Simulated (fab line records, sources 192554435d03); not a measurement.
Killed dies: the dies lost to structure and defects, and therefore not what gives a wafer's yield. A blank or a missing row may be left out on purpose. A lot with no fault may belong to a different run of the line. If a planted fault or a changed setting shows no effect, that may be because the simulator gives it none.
Chamber matching | flow n5-finfet | rie-diel-01 running N5_FIN_CUT_CUT_ETCH_26: 4 sister chambers
The step etches SiNx in CH3F/O2, target depth 39 nm, time 55.7 s. 4 wafers are shown with their chamber, then 11 later ones without.

== WAFERS PAIRED WITH THEIR CHAMBERS ==
wafer  | chamber | showerhead-plenum-p-Torr (Torr)
L086.2 | 0       | 1.93
L089.6 | 3       | 1.92
L091.4 | 1       | 2.03
L095.2 | 2       | 2.08

== WAFERS MISSING THEIR CHAMBER ==
wafer  | showerhead-plenum-p-Torr (Torr)
L095.3 | 1.92
L095.5 | 2.08
L096.2 | 1.92
L096.4 | 2.03
L096.6 | 1.92
L097.1 | 2.08
L097.2 | 2.02
L097.3 | 1.92
L097.4 | 1.92
L097.5 | 1.92
L097.6 | 2.08

== THE CHAMBER EACH PASSED THROUGH ==
wafer  | from the rows above | in truth
L095.3 | 3                   | 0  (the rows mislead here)
L095.5 | 2                   | 2
L096.2 | 3                   | 3
L096.4 | 1                   | 1
L096.6 | 3                   | 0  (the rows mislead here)
L097.1 | 2                   | 2
L097.2 | 1                   | 1
L097.3 | 3                   | 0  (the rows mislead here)
L097.4 | 3                   | 3
L097.5 | 3                   | 3
L097.6 | 2                   | 2
Correct placement for 8 of the 11. Not placeable from these rows: 0. 3 placed wrongly.
How it was worked out, from the rows above alone: a wafer's distance from a chamber is the root of the sum, over the readings, of the square of ((its reading less the chamber's mean) divided by the reading's scatter). If the next closest chamber is less than 2 further off than the closest, the wafer can't be placed; otherwise it belongs to the closest. The mean given for a chamber averages the wafers shown for that chamber. The scatter: with one shown wafer a chamber, the root of the mean of the squares of how far each hidden wafer lies from its nearest shown one.
